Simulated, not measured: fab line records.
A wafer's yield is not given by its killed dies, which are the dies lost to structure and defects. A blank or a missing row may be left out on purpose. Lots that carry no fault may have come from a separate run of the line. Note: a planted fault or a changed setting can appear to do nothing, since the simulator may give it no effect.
Which of the tools did it? :: flow nand harc :: at 1 step of a route of 1302, 14 lots with 42 wafers sampled

## WHAT EACH GAUGE READ, for each wafer
NHARC_A_M0_INSPECT_27.
lot: L364
measured: day 22 23:35
on: defect inspect-01
raw defect count: 425 530 488

lot: L366
measured: day 24 05:50
on: defect inspect-02
raw defect count: 532 509 392

lot: L365
measured: day 24 08:43
on: defect inspect-02
raw defect count: 460 444 580

lot: L368
measured: day 24 18:43
on: defect inspect-01
raw defect count: 465 580 699

lot: L375
measured: day 28 18:25
on: defect inspect-02
raw defect count: 595 464 569

lot: L378
measured: day 28 22:22
on: defect inspect-02
raw defect count: 532 661 550

lot: L376
measured: day 28 22:41
on: defect inspect-02
raw defect count: 475 600 462

lot: L379
measured: day 29 11:35
on: defect inspect-02
raw defect count: 694 412 595

lot: L380
measured: day 30 12:07
on: defect inspect-01
raw defect count: 467 542 386

lot: L384
measured: day 31 02:58
on: defect inspect-01
raw defect count: 340 402 376

lot: L382
measured: day 31 04:34
on: defect inspect-02
raw defect count: 618 591 585

lot: L383
measured: day 31 08:10
on: defect inspect-02
raw defect count: 580 557 421

lot: L385
measured: day 31 19:49
on: defect inspect-02
raw defect count: 501 582 653

lot: L386
measured: day 32 09:55
on: defect inspect-01
raw defect count: 434 399 460

## TOOL THAT RAN EACH LOT (tool first, then ch and the chambers of the sampled wafers, then the start)
The record holds no process step before these readings.

## WHAT THE TOOLS THEMSELVES READ (means of the sampled wafers that have a number; where no wafer has one, the mark that the record gives instead)
The record holds no such reading with a usual standard deviation.

## THE ANSWER, worked out from the rows above alone
Rule: what is usual is taken from the lots themselves. The widest of any qualifying gaps counts: lots, ordered by their means at a reading, are off when they make up no more than a third of the lots, leave a main group of 4 or more, and stand apart from it by 3 or more times the standard deviation of that group's means. Not used: any main group whose means are identical at the precision the tables above print for the reading. Also off: a lot with no number at a reading for which 4 or more lots have one. All remaining lots with rows at the step are treated as sound. Order of review: gauges by route order, followed by the tools' own readings, for which a lot's mean as printed above is used. At the first step where some lot is off, the reading lying furthest off is the one used; lots without a number count as furthest.
Across all readings shown, no lot is off: no conclusion can be drawn from this.

## WHAT HAD BEEN PUT IN BY THE SIMULATOR
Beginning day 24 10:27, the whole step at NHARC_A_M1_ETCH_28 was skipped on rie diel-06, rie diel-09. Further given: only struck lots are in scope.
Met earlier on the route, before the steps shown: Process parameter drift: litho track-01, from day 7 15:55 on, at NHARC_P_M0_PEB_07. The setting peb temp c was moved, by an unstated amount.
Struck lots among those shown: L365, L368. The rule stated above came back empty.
